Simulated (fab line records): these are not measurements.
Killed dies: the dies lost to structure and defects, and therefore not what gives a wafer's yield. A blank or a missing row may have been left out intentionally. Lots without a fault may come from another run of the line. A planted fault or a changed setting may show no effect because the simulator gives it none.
Matching of chambers | flow nand harc | 3 sister chambers for NHARC_A_SGD_CUT_DEP_00 on pecvd-02
The step deposits SiNx, target thk 50 nm. 18 wafers are shown with their chamber, then 9 later ones without.

== WAFERS PAIRED WITH THEIR CHAMBERS ==
wafer  | chamber | heater power w (W)
L074.2 | 0       | 680
L074.4 | 1       | 744
L074.6 | 2       | 697
L076.1 | 0       | 630
L076.2 | 1       | 781
L076.3 | 2       | 722
L077.2 | 2       | 726
L077.3 | 0       | 592
L077.4 | 2       | 742
L082.1 | 1       | 821
L082.4 | 2       | 755
L082.5 | 1       | 670
L084.1 | 0       | 670
L084.2 | 2       | 630
L084.6 | 2       | 653
L089.3 | 2       | 754
L089.4 | 2       | 720
L089.6 | 0       | 572

SIGNATURES (means of the wafers above)
reading        | chamber 0 | chamber 1 | chamber 2 | scatter within a chamber
heater power w | 628.80    | 754.00    | 711.00    | 49.4
Rule: for a wafer and a chamber, the distance is found by dividing, reading by reading, the gap between the wafer's reading and the chamber's mean by the reading's scatter, squaring, summing and taking the root. The wafer belongs to the nearest chamber; if the next one is less than 2 further off, it can't be placed. How the scatter is found: for the shown wafers, subtract from each reading the mean of its chamber, square and add these, divide the total by (wafers less chambers), then take the root.

== WAFERS WITH NO CHAMBER GIVEN ==
wafer  | heater power w (W)
L090.2 | 725
L090.3 | 601
L090.6 | 768
L092.2 | 767
L092.3 | 677
L092.4 | 519
L094.1 | 792
L094.5 | 571
L094.6 | 678

== WHICH CHAMBER EACH ONE RAN IN ==
wafer  | from the rows above          | in truth
L090.2 | can't be placed: 2 or 1 or 0 | 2
L090.3 | can't be placed: 0 or 2      | 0
L090.6 | can't be placed: 1 or 2      | 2
L092.2 | can't be placed: 1 or 2      | 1
L092.3 | can't be placed: 2 or 0 or 1 | 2
L092.4 | can't be placed: 0 or 2      | 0
L094.1 | can't be placed: 1 or 2      | 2
L094.5 | can't be placed: 0 or 2      | 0
L094.6 | can't be placed: 2 or 0 or 1 | 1
Correct placement for 0 of the 9. Unplaceable from these rows: 9, with the true chamber sitting among the candidates in 9. Number placed wrongly: 0.
